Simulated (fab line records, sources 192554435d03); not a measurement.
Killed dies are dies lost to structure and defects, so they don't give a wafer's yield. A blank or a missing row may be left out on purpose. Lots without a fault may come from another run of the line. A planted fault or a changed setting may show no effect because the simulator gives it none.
Chamber matching | flow n5_finfet | N5_BEOL_M14_DESCUM_33 on rie_diel-05: 4 sister chambers
The step chemistry O2, time 7.9 s. 4 wafers are shown with their chamber, then 7 later ones without.

WAFERS WITH THEIR CHAMBER
wafer  | chamber | drypump_motor_current_A (A)
L086.2 | 3       | 6.1
L090.3 | 1       | 6.1
L089.2 | 2       | 5.7
L089.4 | 0       | 5.4

WAFERS WITHOUT THEIR CHAMBER
wafer  | drypump_motor_current_A (A)
L089.6 | 5.3
L092.1 | 5.7
L092.3 | 5.4
L092.4 | 6.1
L096.4 | 5.4
L096.5 | 6.1
L096.6 | 5.4

WHICH CHAMBER EACH WENT THROUGH
wafer  | from the rows above     | in truth
L089.6 | 0                       | 0
L092.1 | 2                       | 2
L092.3 | 0                       | 0
L092.4 | can't be placed: 1 or 3 | 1
L096.4 | 0                       | 0
L096.5 | can't be placed: 1 or 3 | 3
L096.6 | 0                       | 0
Placed correctly: 5 of 7. Can't be placed from these rows: 2 (the true chamber is among the candidates in 2). Placed wrongly: 0.
How it was worked out, from the rows above alone: a wafer's distance from a chamber is the root of the sum, over the readings, of the square of ((its reading less the chamber's mean) divided by the reading's scatter). The wafer belongs to the nearest chamber; if the next one is less than 2 further off, it can't be placed. A chamber's mean is the mean of its shown wafers. The scatter: with one shown wafer a chamber, the root of the mean of the squares of how far each hidden wafer lies from its nearest shown one.
